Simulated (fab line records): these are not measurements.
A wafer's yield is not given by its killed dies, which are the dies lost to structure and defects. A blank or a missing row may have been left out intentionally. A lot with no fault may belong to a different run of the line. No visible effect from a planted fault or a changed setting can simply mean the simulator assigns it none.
Matching of chambers | flow nand-harc | NHARC_A_M1_DESCUM_14 on rie-diel-13 has 4 sister chambers
The step chemistry O2, time 3 s. 18 wafers are shown with their chamber, then 9 later ones without.

WAFERS, EACH WITH ITS CHAMBER
wafer  | chamber | drypump-motor-current-A (A) | oes-product-au (a.u.) | throttle-valve-pct (%)
L076.1 | 1       | 6.0                         | 0.990                 | 11.308
L076.2 | 2       | 5.9                         | 0.996                 | 11.321
L076.3 | 3       | 6.6                         | 0.985                 | 11.310
L078.2 | 0       | 6.1                         | 0.988                 | 11.316
L078.4 | 1       | 5.9                         | 0.996                 | 11.315
L078.5 | 1       | 5.9                         | 0.988                 | 11.315
L084.4 | 2       | 6.0                         | 1.012                 | 11.294
L084.5 | 0       | 6.1                         | 1.014                 | 11.298
L084.6 | 3       | 6.7                         | 1.010                 | 11.312
L085.2 | 3       | 6.6                         | 1.022                 | 11.320
L085.3 | 2       | 5.9                         | 1.024                 | 11.310
L085.5 | 3       | 6.6                         | 1.016                 | 11.325
L092.1 | 2       | 5.9                         | 0.996                 | 11.317
L092.2 | 0       | 6.1                         | 1.006                 | 11.305
L092.4 | 1       | 6.0                         | 0.997                 | 11.297
L093.1 | 2       | 5.9                         | 1.007                 | 11.307
L093.3 | 0       | 6.1                         | 1.007                 | 11.322
L093.6 | 0       | 6.1                         | 1.016                 | 11.292

SIGNATURES (averages over the wafers above)
reading                 | chamber 0 | chamber 1 | chamber 2 | chamber 3 | scatter within a chamber
drypump-motor-current-A | 6.100     | 5.950     | 5.920     | 6.625     | 0.0427
oes-product-au          | 1.00620   | 0.99275   | 1.00700   | 1.00825   | 0.0116
throttle-valve-pct      | 11.30660  | 11.30875  | 11.30980  | 11.31675  | 0.01
Rule: a wafer lies at a distance from a chamber equal to the root of the sum of squares, over the readings, of (its reading less the chamber's mean, divided by the reading's scatter). The wafer belongs to the nearest chamber; if the next one is less than 2 further off, it can't be placed. The scatter: take each reading less its chamber's mean, square it, sum over the shown wafers, divide by the number of wafers less the number of chambers, and take the root.

WAFERS WITH NO CHAMBER GIVEN
wafer  | drypump-motor-current-A (A) | oes-product-au (a.u.) | throttle-valve-pct (%)
L090.1 | 6.7                         | 1.009                 | 11.315
L090.4 | 6.1                         | 1.003                 | 11.310
L090.5 | 6.1                         | 1.006                 | 11.323
L096.1 | 5.9                         | 1.009                 | 11.310
L096.5 | 6.0                         | 0.994                 | 11.318
L096.6 | 6.1                         | 0.995                 | 11.316
L097.1 | 5.9                         | 1.016                 | 11.311
L097.2 | 5.9                         | 1.002                 | 11.316
L097.3 | 6.1                         | 0.994                 | 11.321

THE CHAMBER EACH PASSED THROUGH
wafer  | from the rows above          | in truth
L090.1 | 3                            | 3
L090.4 | 0                            | 0
L090.5 | 0                            | 0
L096.1 | can't be placed: 2 or 1      | 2
L096.5 | can't be placed: 1 or 2 or 0 | 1
L096.6 | 0                            | 0
L097.1 | can't be placed: 2 or 1      | 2
L097.2 | can't be placed: 2 or 1      | 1
L097.3 | can't be placed: 0 or 1      | 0
Correctly placed: 4 of 9. From these rows, 5 cannot be placed; in 5 the true chamber is one of the candidates. Placed wrongly: 0.
